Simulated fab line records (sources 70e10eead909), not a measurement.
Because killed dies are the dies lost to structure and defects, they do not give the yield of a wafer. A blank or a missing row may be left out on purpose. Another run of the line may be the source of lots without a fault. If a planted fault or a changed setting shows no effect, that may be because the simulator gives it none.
Problem report in the 8D (eight disciplines) form, filled by code || flow nand harc || the parts of the form that need people (team, actions taken, sign-off) are left out

## 1. WHAT IS WRONG
At NHARC_P_M0_EXPOSE_06, exposure dose mJ cm2 averages 81.97 over 6 wafers from 2 lots, while fault-free wafers read 81.27, standard deviation 0.087. That puts it +8.1 standard deviations away from the usual mean.
The step: exposes mask P M0, target cd 90 nm.
First observed at day 8 15:26: wafer L345.1, on arfi scanner-02. At this step, 39 wafers from 13 lots have a number in the record. Rule for "out" (also "out of limits"): further than 4 standard deviations from the usual mean. The other wafers with a number count as sound.

## 2. WHAT IT IS AND WHAT IT IS NOT
{"question": "which readings at this step", "is": "exposure dose mJ cm2", "is not": "-"}
{"question": "which lots", "is": "L345, L346", "is not": "L339, L340, L342, L347, L352, L354, L357, L358, L359, L361, L362"}
{"question": "which wafers of those lots", "is": "all that have a number", "is not": "-"}
{"question": "read on which tools", "is": "arfi scanner-02", "is not": "arfi scanner-01, arfi scanner-03"}
{"question": "when", "is": "from day 8 15:26", "is not": "up to then (9 sound wafers); but 24 sound wafers of L347, L352, L354, L357, L358, L359, L361, L362 came after"}

## 3. WHAT RULES OUT EACH SUSPECT
Counting: any tool at a process step up to the reading is kept as a suspect provided that every lot that is out went through it and no sound lot did after the first of them.
- rie diel-07 at NHARC_P_CONTACT_ETCH_36 (etches the open film in N2/H2, target depth 260 nm, time 406.25 s): ruled out as a lasting fault. The sound lots L347, L357 went through it after L345, its earliest lot that is out (day 8 15:26). NHARC_P_CONTACT_ETCH_36: start missing for some lots; hours and lot order therefore follow NHARC_P_M0_EXPOSE_06.
- arfi scanner-02 at NHARC_P_M0_EXPOSE_06 (exposes mask P M0, target cd 90 nm): kept. It ran every lot that is out, first L345 (day 8 15:26), and no sound lot after that; its last sound lot up to then is L340 (day 6 10:15). On those wafers its own readings are out: exposure dose mJ cm2.
The count leaves arfi scanner-02 at NHARC_P_M0_EXPOSE_06.

## 4. THE CAUSE (what the simulator had put in)
Drift in process parameters on arfi scanner-02 at NHARC_P_M0_EXPOSE_06, starting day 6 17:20. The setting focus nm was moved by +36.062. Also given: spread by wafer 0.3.
The count eliminated every tool but this one.

## 5. THE CHAIN OF EFFECTS, in route order
Each row: a reading where the mean over the struck wafers with a number is more than 3 standard deviations away from the usual. Only readings for which the record gives a usual standard deviation are gone through. hours: the time from each lot's start at the first step in this table that gives one to its start at this step, as a median over the lots. sigmas: the change in usual standard deviations.
{"hours": 0, "step": "NHARC_P_M0_EXPOSE_06", "reading": "exposure dose mJ cm2", "usual": 81.27, "on struck wafers": 81.97, "change": "+0.70", "sigmas": "+8.1"}
It contains these process steps:
- NHARC_P_M0_EXPOSE_06: exposes mask P M0, target cd 90 nm.
At these later measuring or inspecting steps, every struck wafer for which the step has a row has a number for every such reading, and none has moved that far: NHARC_P_M0_OVL_MEAS_10.

## 6. HOW IT WOULD HAVE BEEN CAUGHT EARLIER
The fault began at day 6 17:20; the first out-of-limits reading in this record came at day 8 15:26, 46 hours later.
